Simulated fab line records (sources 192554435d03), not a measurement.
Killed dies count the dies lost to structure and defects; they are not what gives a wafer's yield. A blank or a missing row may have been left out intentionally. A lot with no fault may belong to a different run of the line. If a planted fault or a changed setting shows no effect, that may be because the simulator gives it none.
Chamber matching + flow n5Finfet + cmp-04 running N5_HKMG_FIN_CMP_23: 4 sister chambers
The step polishes, stops on SiNx, t overpolish 10 s, target thk 46.326 nm. 8 wafers are shown with their chamber, then 7 later ones without.

## WAFERS PAIRED WITH THEIR CHAMBERS
| wafer  | chamber | motorCurrentA (A) | timeToEndpointS (s) |
|--------|---------|-------------------|---------------------|
| L075.6 | 2       | 13.6              | 11.7                |
| L075.1 | 1       | 13.9              | 7.3                 |
| L079.1 | 1       | 14.3              | 9.4                 |
| L083.1 | 2       | 13.9              | 8.6                 |
| L083.4 | 3       | 13.4              | 9.7                 |
| L083.5 | 0       | 10.8              | 9.3                 |
| L084.1 | 0       | 10.9              | 11.2                |
| L084.2 | 3       | 12.8              | 13.6                |

## WAFERS MISSING THEIR CHAMBER
| wafer  | motorCurrentA (A) | timeToEndpointS (s) |
|--------|-------------------|---------------------|
| L084.6 | 10.9              | 13.6                |
| L091.1 | 13.0              | 12.4                |
| L091.2 | 10.6              | 11.8                |
| L091.3 | 13.7              | 13.4                |
| L091.4 | 14.3              | 14.5                |
| L091.5 | 10.8              | 12.2                |
| L091.6 | 13.1              | 9.3                 |

## EACH ONE'S CHAMBER
| wafer  | from the rows above          | in truth |
|--------|------------------------------|----------|
| L084.6 | 0                            | 0        |
| L091.1 | 3                            | 3        |
| L091.2 | 0                            | 0        |
| L091.3 | can't be placed: 2 or 3 or 1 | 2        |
| L091.4 | can't be placed: 2 or 1 or 3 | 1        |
| L091.5 | 0                            | 0        |
| L091.6 | can't be placed: 3 or 2      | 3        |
Correct placement for 4 of the 7. These rows do not allow placing 3 (true chamber among the candidates in 3). 0 placed wrongly.
How it was worked out, from the rows above alone: a wafer's distance from a chamber is the root of the sum, over the readings, of the square of ((its reading less the chamber's mean) divided by the reading's scatter). The wafer belongs to the nearest chamber; if the next one is less than 2 further off, it can't be placed. The mean given for a chamber averages the wafers shown for that chamber. The scatter: the root of (the sum of the squares of (reading less its chamber's mean) over the shown wafers, divided by (wafers less chambers)).
